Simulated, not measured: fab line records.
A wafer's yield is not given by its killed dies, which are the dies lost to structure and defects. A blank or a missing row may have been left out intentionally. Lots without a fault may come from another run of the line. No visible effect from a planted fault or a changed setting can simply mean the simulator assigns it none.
fab line records -- flow nandHarc
[record] lots = 7, wafers = 19, lastDay = 24
route steps=1159 shown A_CHANNEL_HOLE_D1@482 A_CHANNEL_FILL_D1@490 END@1159
lots that met no fault: from a run of the same line without faults
startH: hours from the record's opening day to when the first of the lot's shown wafers began -- waitH: how many hours have passed since the lot's step before this one -- " as in the row above -- L1.1+2: several wafers, shown together as one row -- - either no value or no given start -- * or withheld: withheld -- < > ~ a bound
route shown NAME@n: a module of which the file shows steps, and the number in the route of the first -- usual: the fault-free wafers' mean and standard deviation -- same: alike in all rows -- chamber/n: place in a boat -- sites: the reading at each site -- _std_site: the standard deviation of these -- _edge_site: the outer-site mean with the inner-site mean subtracted -- radiusMm: for every site, how far away it sits from the centre of the wafer -- mask NAME#n: copy n -- behind: the last tool/chamber to shape the wafer -- hold: why the lot was held/for how many hours/how that ended -- device: transistor that didn't switch, given as n, p or np -- end of line: the tests these same wafers got at the end of their route -- a step given without rows: its recipe and nothing more -- killed: at the first sort, the dies lost to defects and structure; wafer yield is something else -- map: the dies of a wafer, with x for killed, . for not killed, _ for no die there
set.NAME: the setting that was run; set.NAME@STEP: the one run at that earlier step -- model.NAME: the simulator's own value behind a step, which no gauge read
certain route steps with their lots: each step a table, each wafer a row
services: the hour from which a tool's chamber was out of use, counted from the record's first day as startH (under 0 if before that day), plus the number of hours and why
[[steps]]
[step NHARC_A_CHANNEL_HOLE_D1_STRIP_43]
[recipe] o2FlowSccm = 400, cosFlowSccm = 20, arFlowSccm = 0, biasW = 0, chemistry = O2/COS
[step NHARC_A_CHANNEL_HOLE_D1_ETCH_44]
[recipe] targetDepthA = 1400, overetchA = 140, timeS = 77, ionEnergyEv = 100, cf4FlowSccm = 80, o2FlowSccm = 20, arFlowSccm = 0, rfW = 300, biasW = 100, chemistry = CF4/O2
[usual] drypumpMotorCurrentA = 5.5/0.37, oes_f_703_au = 0.999/0.0043, oesProductAu = 1.002/0.016, rfVppV = 198.2/1.3, showerheadPlenumPTorr = 1.35/0.047, throttleValvePct = 13.398/0.009
lot.wafer,tool,chamber,startH,waitH,drypumpMotorCurrentA,oes_f_703_au,oesProductAu,rfHoursCounterH,rfVppV,showerheadPlenumPTorr,throttleValvePct
L212.1,rieDiel-02,2,204.58,0.1,5.7,0.999,1.014,4,198.0,1.29,13.394
L212.4,rieDiel-02,3,204.58,0.1,4.8,0.994,1.004,4,196.3,1.32,13.397
L212.6,rieDiel-02,3,204.58,0.1,4.8,0.996,1.011,-,196.3,1.32,13.391
L216.1,rieDiel-12,1,222.04,0.1,5.5,1.002,1.014,1,196.6,1.34,13.409
L216.4,rieDiel-12,3,222.04,0.1,5.4,1.007,1.005,1,196.9,1.30,13.395
L216.6,rieDiel-12,0,222.04,0.1,5.9,1.000,1.003,-,196.5,1.31,13.401
L219.2,rieDiel-12,2,237.51,0.1,4.9,1.003,1.002,1,199.0,1.43,13.415
L219.3,rieDiel-12,3,237.51,0.1,5.4,0.995,1.019,2,196.9,1.30,13.396
L219.6,rieDiel-12,1,237.51,0.1,5.5,0.995,1.031,-,197.0,1.34,13.377
L218.4,rieDiel-03,0,238.06,0.1,5.4,0.996,0.961,1,199.2,1.39,13.406
L218.1,rieDiel-03,1,238.06,0.1,5.6,1.001,1.005,1,200.0,1.43,13.391
L220.1,rieDiel-03,3,259.54,0.1,5.8,1.000,0.981,3,199.6,1.38,13.402
L220.4,rieDiel-03,3,259.54,0.1,5.8,0.998,0.973,-,198.7,1.38,13.416
L227.3,rieDiel-12,2,292.27,0.1,4.9,1.005,1.013,5,199.8,1.43,13.383
L227.5,rieDiel-12,2,292.27,0.1,4.9,1.001,1.004,-,201.3,1.42,13.393
L227.6,rieDiel-12,3,292.27,0.1,5.4,1.002,1.020,-,198.2,1.30,13.401
L232.4,rieDiel-12,3,323.38,0.1,5.5,0.986,1.005,7,196.6,1.30,13.398
L232.1,rieDiel-12,0,323.38,0.1,5.9,1.001,0.996,6,199.4,1.31,13.382
L232.6,rieDiel-12,2,323.38,0.1,4.9,1.003,0.988,-,200.7,1.43,13.389
[step NHARC_A_CHANNEL_HOLE_D1_STRIP_27]
[recipe] o2FlowSccm = 500, arFlowSccm = 0, biasW = 0, chemistry = O2
[usual] drypumpMotorCurrentA = 5.6/0.35, oesProductAu = 1.001/0.016, rfVppV = 57.8/0.79, showerheadPlenumPTorr = 3.57/0.12, throttleValvePct = 17.036/0.0087
lot.wafer,tool,chamber,startH,waitH,drypumpMotorCurrentA,oesProductAu,rfHoursCounterH,rfVppV,showerheadPlenumPTorr,throttleValvePct
L212.4,rieDiel-02,2,-,-,5.7,1.003,4,57.6,3.41,17.033
L212.1,rieDiel-02,3,-,-,4.8,1.002,4,56.8,3.48,17.043
L212.6,rieDiel-02,2,-,-,5.6,1.013,-,57.5,3.41,17.033
L216.1,rieDiel-12,0,-,-,5.9,0.991,1,56.4,3.46,17.035
L216.4,rieDiel-12,1,-,-,5.5,1.026,1,58.6,3.54,17.036
L216.6,rieDiel-12,3,-,-,5.4,1.017,-,58.5,3.45,17.040
L219.3,rieDiel-12,1,-,-,5.5,1.025,1,57.5,3.54,17.022
L219.2,rieDiel-12,2,-,-,4.9,1.014,1,58.2,3.76,17.037
L219.6,rieDiel-12,1,-,-,5.5,1.029,-,57.0,3.54,17.029
L218.1,rieDiel-03,1,-,-,5.6,1.019,1,58.7,3.76,17.028
L218.4,rieDiel-03,2,-,-,5.9,0.985,1,58.0,3.59,17.038
L220.1,rieDiel-03,0,-,-,5.5,0.958,3,56.4,3.67,17.069
L220.4,rieDiel-03,2,-,-,5.9,0.997,-,58.4,3.59,17.049
L227.3,rieDiel-12,2,-,-,5.0,1.010,5,57.0,3.76,17.034
L227.6,rieDiel-12,2,-,-,5.0,1.003,-,59.5,3.76,17.040
L227.5,rieDiel-12,3,-,-,5.4,1.003,-,57.5,3.45,17.038
L232.4,rieDiel-12,1,-,-,5.5,1.013,6,58.6,3.54,17.038
L232.1,rieDiel-12,3,-,-,5.4,1.002,7,58.1,3.45,17.030
L232.6,rieDiel-12,1,-,-,5.5,1.012,-,57.0,3.54,17.033
[step NHARC_A_CHANNEL_HOLE_D1_PRECLEAN_28]
[recipe] timeS = *, tempC = 50, bathAgeMin = 0, chemistry = SC1
[step NHARC_A_CHANNEL_HOLE_D1_SRD_29]
[step NHARC_A_CHANNEL_HOLE_D1_CD_MEAS_30]
[usual] cdNm = 89.7/1.6
lot.wafer,tool,chamber,startH,waitH,cdNm
L212.1,cdSem-01,-,205.38,-,85.9
L212.4,cdSem-01,-,205.38,-,90.4
L212.6,cdSem-01,-,205.38,-,88.3
L216.1,cdSem-02,-,222.83,-,88.3
L216.4,cdSem-02,-,222.83,-,88.2
L216.6,cdSem-02,-,222.83,-,88.9
L219.2,cdSem-01,-,238.30,-,90.7
L219.3,cdSem-01,-,238.30,-,88.8
L219.6,cdSem-01,-,238.30,-,88.4
L218.1,cdSem-01,-,238.85,-,89.0
L218.4,cdSem-01,-,238.85,-,88.6
L220.1,cdSem-03,-,260.49,0.1,89.7
L220.4,cdSem-03,-,260.49,0.1,89.4
L227.3,cdSem-02,-,293.07,-,90.8
L227.5,cdSem-02,-,293.07,-,91.3
L227.6,cdSem-02,-,293.07,-,88.2
L232.1,cdSem-01,-,324.17,-,89.4
L232.4,cdSem-01,-,324.17,-,89.8
L232.6,cdSem-01,-,324.17,-,90.6
[step NHARC_A_CHANNEL_HOLE_D1_XSEM_31]
[recipe] landingEnergyEv = 35000
[usual] botCdNm = 74.2/1.7, bowNm = 8.65/0.25, tiltDeg = 0.05/0.046
lot.wafer,tool,chamber,startH,waitH,botCdNm,bowNm,tiltDeg
L212.1,xsem-01,0,205.47,0.1,71.0,8.91,0.09
L212.4,xsem-01,0,205.47,0.1,75.3,8.91,0.09
L212.6,xsem-01,0,205.47,0.1,73.6,8.89,0.09
L216.1,xsem-02,0,222.92,0.1,72.4,9.00,0.16
L216.4,xsem-02,0,222.92,0.1,71.7,8.88,0.16
L216.6,xsem-02,0,222.92,0.1,73.4,8.96,0.16
L219.2,xsem-01,0,238.38,0.1,75.3,8.43,0.01
L219.3,xsem-01,0,238.38,0.1,73.8,8.45,0.01
L219.6,xsem-01,0,238.38,0.1,73.1,8.38,0.01
L218.1,xsem-02,0,238.94,0.1,73.7,8.92,0.03
L218.4,xsem-02,0,238.94,0.1,73.2,8.94,0.03
L220.1,xsem-01,0,260.58,0.1,74.0,8.50,0.03
L220.4,xsem-01,0,260.58,0.1,72.6,8.50,0.03
L227.3,xsem-02,0,293.16,0.1,76.5,8.67,0.16
L227.5,xsem-02,0,293.16,0.1,77.2,8.68,0.16
L227.6,xsem-02,0,293.16,0.1,74.1,8.65,0.16
L232.1,xsem-01,0,324.26,0.1,74.2,8.45,0.01
L232.4,xsem-01,0,324.26,0.1,73.6,8.51,0.01
L232.6,xsem-01,0,324.26,0.1,75.0,8.54,0.01
[step NHARC_A_CHANNEL_HOLE_D1_INSPECT_40]
[usual] rawDefectCount = 57/18
lot.wafer,tool,chamber,startH,waitH,rawDefectCount
L212.1,defectInspect-02,-,205.56,-,42
L212.4,defectInspect-02,-,205.56,-,43
L212.6,defectInspect-02,-,205.56,-,57
L216.1,defectInspect-01,-,223.02,-,51
L216.4,defectInspect-01,-,223.02,-,43
L216.6,defectInspect-01,-,223.02,-,56
L219.2,defectInspect-01,-,238.48,-,53
L219.3,defectInspect-01,-,238.48,-,43
L219.6,defectInspect-01,-,238.48,-,63
L218.1,defectInspect-02,-,239.04,-,72
L218.4,defectInspect-02,-,239.04,-,109
L220.1,defectInspect-01,-,260.69,-,53
L220.4,defectInspect-01,-,260.69,-,46
L227.3,defectInspect-02,-,293.26,-,77
L227.5,defectInspect-02,-,293.26,-,81
L227.6,defectInspect-02,-,293.26,-,70
L232.1,defectInspect-01,-,324.36,-,70
L232.4,defectInspect-01,-,324.36,-,37
L232.6,defectInspect-01,-,324.36,-,46
[step NHARC_A_CHANNEL_FILL_D1_PRECLEAN_00]
[recipe] timeS = *, tempC = 50, bathAgeMin = 0, chemistry = SC1
[step NHARC_A_CHANNEL_FILL_D1_SRD_01]
[step NHARC_A_CHANNEL_FILL_D1_ALD_02]
[recipe] targetThkA = 60, pulseTimeS = 10, aldCycles = 60, tempC = 300, material = SiO2
[step NHARC_A_CHANNEL_FILL_D1_ALD_03]
[recipe] targetThkA = 60, pulseTimeS = 60, aldCycles = 58, tempC = 630, pressureTorr = 2, material = SiNx
[usual] aldCycles = 58/0, precursorPulseHeightRel = 1.000/0.022
[same] pulseTimeS = 60
lot.wafer,tool,chamber,startH,waitH,aldCycles,precursorPulseHeightRel
L212.1,aldSinBatch-01,0,-,-,58,1.037
L212.4,aldSinBatch-01,0,-,-,58,0.991
L212.6,aldSinBatch-01,0,-,-,58,0.992
L216.1,aldSinBatch-01,0,-,-,58,1.026
L216.4,aldSinBatch-01,0,-,-,58,0.977
L216.6,aldSinBatch-01,0,-,-,58,1.023
L218.1,aldSinBatch-01,0,-,-,58,0.996
L218.4,aldSinBatch-01,0,-,-,58,1.009
L219.2,aldSinBatch-01,0,-,-,58,1.013
L219.3,aldSinBatch-01,0,-,-,58,0.964
L219.6,aldSinBatch-01,0,-,-,58,0.985
L220.1,aldSinBatch-03,0,-,-,58,0.987
L220.4,aldSinBatch-03,0,-,-,58,1.014
L227.3,aldSinBatch-01,0,-,-,58,1.010
L227.5,aldSinBatch-01,0,-,-,58,1.013
L227.6,aldSinBatch-01,0,-,-,58,0.982
L232.1,aldSinBatch-02,0,-,-,58,1.006
L232.4,aldSinBatch-02,0,-,-,58,0.989
L232.6,aldSinBatch-02,0,-,-,58,1.017
[step NHARC_A_CHANNEL_FILL_D1_ALD_14]
[recipe] targetThkA = 25, pulseTimeS = 10, aldCycles = 25, tempC = 300, material = SiO2
[usual] aldCycles = 25/0, heaterPowerW = 476/48, precursorPulseHeightRel = 0.999/0.022
[same] pulseTimeS = 10
lot.wafer,tool,chamber,startH,waitH,aldCycles,heaterPowerW,precursorPulseHeightRel
L212.4,aldHk-01,0,213.63,0.1,25,391,0.980
L212.1,aldHk-01,1,213.63,0.1,25,485,0.989
L212.6,aldHk-01,3,213.63,0.1,25,487,1.028
L216.1,aldHk-03,3,231.27,1.0,25,533,1.000
L216.4,aldHk-03,1,231.27,1.0,25,424,1.001
L216.6,aldHk-03,2,231.27,1.0,25,535,0.964
L219.3,aldHk-03,0,245.79,0.1,25,436,1.006
L219.2,aldHk-03,2,245.79,0.1,27,535,0.980
L219.6,aldHk-03,3,245.79,0.1,25,549,0.965
L218.1,aldHk-03,3,245.98,0.3,27,539,1.016
L218.4,aldHk-03,1,245.98,0.3,25,423,1.040
L220.1,aldHk-03,2,267.88,0.1,27,538,1.002
L220.4,aldHk-03,3,267.88,0.1,25,542,0.983
L227.3,aldHk-01,2,300.53,0.1,25,483,1.036
L227.6,aldHk-01,1,300.53,0.1,25,475,0.995
L227.5,aldHk-01,2,300.53,0.1,25,465,0.993
L232.4,aldHk-03,1,332.58,1.0,25,438,0.990
L232.1,aldHk-03,0,332.58,1.0,25,413,1.008
L232.6,aldHk-03,1,332.58,1.0,25,434,1.010
[step NHARC_A_CHANNEL_FILL_D1_ALD_15]
[recipe] targetThkA = 20, pulseTimeS = 60, aldCycles = 19, tempC = 630, pressureTorr = 2, material = SiNx
[usual] aldCycles = 19/0, precursorPulseHeightRel = 0.999/0.02
[same] pulseTimeS = 60
lot.wafer,tool,chamber,startH,waitH,aldCycles,precursorPulseHeightRel
L212.1,aldSinBatch-03,0,-,-,19,0.999
L212.4,aldSinBatch-03,0,-,-,19,1.023
L212.6,aldSinBatch-03,0,-,-,19,1.009
L216.1,aldSinBatch-03,0,-,-,19,0.977
L216.4,aldSinBatch-03,0,-,-,19,0.979
L216.6,aldSinBatch-03,0,-,-,19,0.982
L218.1,aldSinBatch-02,0,-,-,19,0.991
L218.4,aldSinBatch-02,0,-,-,19,1.019
L219.2,aldSinBatch-02,0,-,-,19,1.007
L219.3,aldSinBatch-02,0,-,-,19,1.006
L219.6,aldSinBatch-02,0,-,-,19,0.957
L220.1,aldSinBatch-02,0,-,-,19,0.971
L220.4,aldSinBatch-02,0,-,-,19,0.986
L227.3,aldSinBatch-03,0,-,-,19,1.004
L227.5,aldSinBatch-03,0,-,-,19,1.011
L227.6,aldSinBatch-03,0,-,-,19,0.994
L232.1,aldSinBatch-01,0,-,-,19,1.005
L232.4,aldSinBatch-01,0,-,-,19,0.985
L232.6,aldSinBatch-01,0,-,-,19,1.011
[step NHARC_END_SORT_01]
[recipe] tempC = 25
[usual] killedAtArray = 24/8.4, killedAtOther = 0.7/1.1, killedAtPeriphery = 2.9/1.7, killedDies = 27/8.6, killedOpen = 3.3/1.8, killedShort = 1.8/1.4
[same] grossDies = 677
lot.wafer,tool,chamber,startH,waitH,killedAtArray,killedAtOther,killedAtPeriphery,killedDies,killedOpen,killedShort
L212.1,prober-01,0,470.98,2.5,24,0,1,25,5,3
L212.4,prober-01,0,473.38,3.4,24,0,4,28,4,4
L212.6,prober-01,0,474.97,4.0,26,0,0,26,4,1
L216.1,prober-02,0,481.78,2.5,50,0,3,53,6,5
L216.4,prober-02,0,484.19,3.4,31,0,1,32,1,2
L216.6,prober-02,0,485.80,4.0,37,1,3,41,4,1
L218.1,prober-01,0,488.84,2.5,27,0,3,30,5,3
L218.4,prober-01,0,491.25,3.4,28,0,3,31,6,2
L227.3,prober-01,0,558.74,3.1,28,0,8,36,4,1
L227.5,prober-01,0,560.33,3.7,26,0,4,30,2,1
L227.6,prober-01,0,561.12,4.0,18,0,3,21,2,2
L232.1,prober-02,0,573.47,2.5,26,0,1,27,2,2
L232.4,prober-02,0,575.89,3.4,13,0,4,17,1,0
L232.6,prober-02,0,577.50,4.0,27,0,3,30,2,1
// killed by level:class
L212.1 A_SLIT:chamberFilmFlake=6 A_BLC:chamberFilmFlake=5 A_SGD_CUT:geometricParticle:open=2 A_WL_FILL:geometricParticle:short=2 A_ZERO_WELL:chamberFilmFlake=2 A_CONTACT:chamberFilmFlake=2 A_CHANNEL_HOLE_D1:geometricParticle:short=1 A_CHANNEL_FILL_D1:geometricParticle:open=1
L212.4 A_SLIT:chamberFilmFlake=8 A_CHANNEL_FILL_D1:geometricParticle:short=3 A_STAIRCASE:chamberFilmFlake=3 A_CONTACT:chamberFilmFlake=3 P_CONTACT:geometricParticle:open=2 A_CHANNEL_HOLE_D1:chamberFilmFlake=2 A_BLC:chamberFilmFlake=2 A_CONTACT:geometricParticle:short=1
L212.6 A_SLIT:chamberFilmFlake=8 A_BLC:chamberFilmFlake=5 A_CONTACT:chamberFilmFlake=3 A_CONTACT:geometricParticle:open=2 A_CHANNEL_HOLE_D1:chamberFilmFlake=2 A_STAIRCASE:chamberFilmFlake=2 A_CHANNEL_HOLE_D1:geometricParticle:open=1 A_BLC:geometricParticle:open=1
L216.1 A_CHANNEL_HOLE_D1:chamberFilmFlake=22 A_CONTACT:chamberFilmFlake=8 A_CONTACT:geometricParticle:open=4 A_SLIT:chamberFilmFlake=4 P_M1:chamberFilmFlake=3 A_STAIRCASE:chamberFilmFlake=3 A_CONTACT:geometricParticle:short=2 A_BONDPAD:chamberFilmFlake=2
L216.4 A_CHANNEL_HOLE_D1:chamberFilmFlake=15 A_CONTACT:chamberFilmFlake=6 A_SLIT:chamberFilmFlake=4 A_STAIRCASE:chamberFilmFlake=2 A_ONON_D1:geometricParticle:short=1 A_WL_FILL:geometricParticle:short=1 A_M0:geometricParticle:open=1 P_ZERO_WELL:chamberFilmFlake=1
L216.6 A_CHANNEL_HOLE_D1:chamberFilmFlake=19 A_SLIT:chamberFilmFlake=9 A_CONTACT:chamberFilmFlake=3 A_STAIRCASE:chamberFilmFlake=2 P_CONTACT:geometricParticle:short=1 P_M0:geometricParticle:open=1 A_CHANNEL_HOLE_D1:geometricParticle:open=1 A_M0:geometricParticle:open=1
L218.1 A_CHANNEL_HOLE_D1:chamberFilmFlake=15 A_CONTACT:chamberFilmFlake=4 A_CONTACT:geometricParticle:open=2 A_WL_FILL:chamberFilmFlake=2 P_GATE:geometricParticle:short=1 P_CONTACT:geometricParticle:open=1 P_M1:geometricParticle:short=1 A_SOURCE_PLATE:geometricParticle:short=1
L218.4 A_CHANNEL_HOLE_D1:chamberFilmFlake=14 A_CONTACT:geometricParticle:open=3 A_STAIRCASE:chamberFilmFlake=3 A_WL_FILL:chamberFilmFlake=3 A_CONTACT:chamberFilmFlake=2 P_CONTACT:geometricParticle:open=1 P_M1:geometricParticle:short=1 A_CHANNEL_HOLE_D1:geometricParticle:open=1
L227.3 A_CHANNEL_HOLE_D1:chamberFilmFlake=20 P_CONTACT:geometricParticle:open=3 P_M0:chamberFilmFlake=3 A_STAIRCASE:chamberFilmFlake=3 A_CONTACT:chamberFilmFlake=2 P_CONTACT:geometricParticle:short=1 A_CHANNEL_FILL_D1:geometricParticle:open=1 P_GATE:chamberFilmFlake=1
L227.5 A_CHANNEL_HOLE_D1:chamberFilmFlake=20 A_CONTACT:chamberFilmFlake=4 P_M0:geometricParticle:short=1 P_M0:geometricParticle:open=1 A_CHANNEL_HOLE_D1:geometricParticle:open=1 P_GATE:chamberFilmFlake=1 P_M0:chamberFilmFlake=1 A_STAIRCASE:chamberFilmFlake=1
L227.6 A_CHANNEL_HOLE_D1:chamberFilmFlake=11 A_STAIRCASE:chamberFilmFlake=3 P_CONTACT:geometricParticle:open=1 A_ONON_D1:geometricParticle:open=1 A_CHANNEL_FILL_D1:geometricParticle:short=1 A_SGD_CUT:geometricParticle:short=1 P_GATE:chamberFilmFlake=1 P_M0:chamberFilmFlake=1
L232.1 A_CHANNEL_HOLE_D1:chamberFilmFlake=10 A_CONTACT:chamberFilmFlake=7 A_CHANNEL_FILL_D1:chamberFilmFlake=2 A_STAIRCASE:chamberFilmFlake=2 A_ONON_D1:geometricParticle:open=1 A_CONTACT:geometricParticle:open=1 A_BLC:geometricParticle:short=1 A_M0:geometricParticle:short=1
L232.4 A_CHANNEL_HOLE_D1:chamberFilmFlake=8 P_ZERO_WELL:chamberFilmFlake=3 A_CONTACT:chamberFilmFlake=2 P_GATE:geometricParticle:open=1 A_CHANNEL_FILL_D1:chamberFilmFlake=1 A_STAIRCASE:chamberFilmFlake=1 A_SLIT:chamberFilmFlake=1
L232.6 A_CHANNEL_HOLE_D1:chamberFilmFlake=12 A_CONTACT:chamberFilmFlake=6 A_STAIRCASE:chamberFilmFlake=3 A_SLIT:chamberFilmFlake=3 P_ZERO_WELL:chamberFilmFlake=2 P_M0:geometricParticle:open=1 A_SGD_CUT:geometricParticle:short=1 A_CONTACT:geometricParticle:open=1
[[services]]
tool,chamber,startH,hours,kind
rieDiel-12,0,181.54,-,clean
rieDiel-12,1,181.54,-,clean
rieDiel-12,2,181.54,-,clean
rieDiel-12,3,181.54,-,clean
rieDiel-12,-,202.40,9.0,pm
rieDiel-12,0,202.40,9.0,ventCycle
rieDiel-03,-,215.30,9.0,pm
rieDiel-02,3,217.44,7.6,repair
aldHk-01,-,228.00,10.0,pm
rieDiel-03,-,234.95,1.7,repair
rieDiel-12,-,235.82,0.7,repair
rieDiel-02,2,255.79,5.9,repair
rieDiel-03,1,258.24,4.5,repair
rieDiel-03,0,274.18,7.9,repair
rieDiel-02,2,294.46,21.2,repair
rieDiel-02,0,294.94,89.7,repair
xsem-02,-,302.00,14.0,pm
rieDiel-03,2,312.41,6.7,repair
aldSinBatch-03,-,314.00,26.0,pm
rieDiel-02,2,324.44,2.0,repair
rieDiel-12,-,326.18,0.2,repair
rieDiel-12,1,326.81,5.3,repair
rieDiel-02,-,327.97,9.0,pm
rieDiel-03,3,331.94,9.1,repair
[[key]]
[firstSign] step = NHARC_A_CHANNEL_FILL_D1_ALD_14, reading = aldCycles, direction = up, sigmas = 99+, usual = 25, struck = 27
effect none on later readings
metAt NHARC_A_CHANNEL_FILL_D1_ALD_14
struckWafers L218.1,L219.2,L220.1
testerLeftOut L218,L219,L220
onsetBetween 231.27 245.79
[fault] kind = processParameterDrift, tool = aldHk-03, chamber = -, onsetH = 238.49, steps = NHARC_A_CHANNEL_FILL_D1_ALD_14, channel = aldCycles, offset = 2, shape = step, endH = 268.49, scope = struckWafersOnly, actsIn = theseRecipesOnly, stated = 25
// testerLeftOut: of these lots the tester's yield and bins aren't shown, on N5 and GAA mostly nor the transistor test; their killed dies are dies lost to structure and defects alone, not to doping, threshold or leakage, so they don't give the yield
